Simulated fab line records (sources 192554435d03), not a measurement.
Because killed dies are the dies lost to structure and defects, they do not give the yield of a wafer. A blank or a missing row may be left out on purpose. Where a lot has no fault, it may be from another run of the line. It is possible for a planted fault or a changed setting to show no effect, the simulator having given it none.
Matching of chambers :: flow n5-finfet :: rie-diel-02 running N5_GATE_CUT_STRIP_59: 4 sister chambers
The step strips in N2/H2, time 20 s. 18 wafers are shown with their chamber, then 9 later ones without.

== WAFERS WITH THEIR CHAMBER ==
wafer: L078.3
chamber: 2
drypump-motor-current-A (A): 5.5
throttle-valve-pct (%): 12.5
showerhead-plenum-p-Torr (Torr): 3.51

wafer: L078.4
chamber: 0
drypump-motor-current-A (A): 5.8
throttle-valve-pct (%): 12.5
showerhead-plenum-p-Torr (Torr): 3.19

wafer: L078.6
chamber: 0
drypump-motor-current-A (A): 5.9
throttle-valve-pct (%): 12.5
showerhead-plenum-p-Torr (Torr): 3.19

wafer: L079.2
chamber: 2
drypump-motor-current-A (A): 5.5
throttle-valve-pct (%): 12.5
showerhead-plenum-p-Torr (Torr): 3.51

wafer: L079.3
chamber: 1
drypump-motor-current-A (A): 6.0
throttle-valve-pct (%): 12.0
showerhead-plenum-p-Torr (Torr): 3.18

wafer: L079.4
chamber: 3
drypump-motor-current-A (A): 5.9
throttle-valve-pct (%): 12.7
showerhead-plenum-p-Torr (Torr): 3.48

wafer: L080.2
chamber: 1
drypump-motor-current-A (A): 6.0
throttle-valve-pct (%): 12.0
showerhead-plenum-p-Torr (Torr): 3.18

wafer: L080.4
chamber: 0
drypump-motor-current-A (A): 5.8
throttle-valve-pct (%): 12.5
showerhead-plenum-p-Torr (Torr): 3.19

wafer: L080.6
chamber: 1
drypump-motor-current-A (A): 6.0
throttle-valve-pct (%): 12.0
showerhead-plenum-p-Torr (Torr): 3.18

wafer: L084.2
chamber: 2
drypump-motor-current-A (A): 5.5
throttle-valve-pct (%): 12.5
showerhead-plenum-p-Torr (Torr): 3.50

wafer: L084.4
chamber: 1
drypump-motor-current-A (A): 6.0
throttle-valve-pct (%): 12.0
showerhead-plenum-p-Torr (Torr): 3.17

wafer: L084.6
chamber: 3
drypump-motor-current-A (A): 5.9
throttle-valve-pct (%): 12.7
showerhead-plenum-p-Torr (Torr): 3.48

wafer: L085.1
chamber: 0
drypump-motor-current-A (A): 5.8
throttle-valve-pct (%): 11.8
showerhead-plenum-p-Torr (Torr): 3.59

wafer: L085.2
chamber: 1
drypump-motor-current-A (A): 6.0
throttle-valve-pct (%): 12.0
showerhead-plenum-p-Torr (Torr): 3.17

wafer: L085.6
chamber: 2
drypump-motor-current-A (A): 5.5
throttle-valve-pct (%): 12.5
showerhead-plenum-p-Torr (Torr): 3.50

wafer: L087.1
chamber: 1
drypump-motor-current-A (A): 6.0
throttle-valve-pct (%): 12.0
showerhead-plenum-p-Torr (Torr): 3.17

wafer: L087.5
chamber: 1
drypump-motor-current-A (A): 6.0
throttle-valve-pct (%): 12.0
showerhead-plenum-p-Torr (Torr): 3.17

wafer: L087.6
chamber: 2
drypump-motor-current-A (A): 5.5
throttle-valve-pct (%): 12.5
showerhead-plenum-p-Torr (Torr): 3.50

SIGNATURES (means of the wafers above)
reading: drypump-motor-current-A
chamber 0: 5.825
chamber 1: 6.000
chamber 2: 5.500
chamber 3: 5.900
scatter within a chamber: 0.0231

reading: throttle-valve-pct
chamber 0: 12.325
chamber 1: 12.000
chamber 2: 12.500
chamber 3: 12.700
scatter within a chamber: 0.162

reading: showerhead-plenum-p-Torr
chamber 0: 3.2900
chamber 1: 3.1743
chamber 2: 3.5040
chamber 3: 3.4800
scatter within a chamber: 0.0927
Rule: distance of a wafer from a chamber = root of the sum over the readings of ((wafer's reading minus chamber's mean) / reading's scatter) squared. The wafer belongs to the nearest chamber; if the next one is less than 2 further off, it can't be placed. The scatter: take each reading less its chamber's mean, square it, sum over the shown wafers, divide by the number of wafers less the number of chambers, and take the root.

== WAFERS WHOSE CHAMBER IS MISSING ==
wafer: L091.2
drypump-motor-current-A (A): 5.8
throttle-valve-pct (%): 11.9
showerhead-plenum-p-Torr (Torr): 3.58

wafer: L091.3
drypump-motor-current-A (A): 5.9
throttle-valve-pct (%): 12.8
showerhead-plenum-p-Torr (Torr): 3.47

wafer: L091.6
drypump-motor-current-A (A): 5.8
throttle-valve-pct (%): 11.9
showerhead-plenum-p-Torr (Torr): 3.58

wafer: L093.1
drypump-motor-current-A (A): 5.8
throttle-valve-pct (%): 11.9
showerhead-plenum-p-Torr (Torr): 3.58

wafer: L093.2
drypump-motor-current-A (A): 6.0
throttle-valve-pct (%): 12.0
showerhead-plenum-p-Torr (Torr): 3.16

wafer: L093.5
drypump-motor-current-A (A): 6.0
throttle-valve-pct (%): 12.1
showerhead-plenum-p-Torr (Torr): 3.16

wafer: L094.1
drypump-motor-current-A (A): 5.5
throttle-valve-pct (%): 12.6
showerhead-plenum-p-Torr (Torr): 3.49

wafer: L094.5
drypump-motor-current-A (A): 6.0
throttle-valve-pct (%): 12.1
showerhead-plenum-p-Torr (Torr): 3.16

wafer: L094.6
drypump-motor-current-A (A): 5.8
throttle-valve-pct (%): 11.9
showerhead-plenum-p-Torr (Torr): 3.58

== WHICH CHAMBER EACH WENT THROUGH ==
wafer: L091.2
from the rows above: 0
in truth: 0

wafer: L091.3
from the rows above: 3
in truth: 3

wafer: L091.6
from the rows above: 0
in truth: 0

wafer: L093.1
from the rows above: 0
in truth: 0

wafer: L093.2
from the rows above: 1
in truth: 1

wafer: L093.5
from the rows above: 1
in truth: 1

wafer: L094.1
from the rows above: 2
in truth: 2

wafer: L094.5
from the rows above: 1
in truth: 1

wafer: L094.6
from the rows above: 0
in truth: 0
Correctly placed: 9 of 9. From these rows, 0 cannot be placed. 0 placed wrongly.
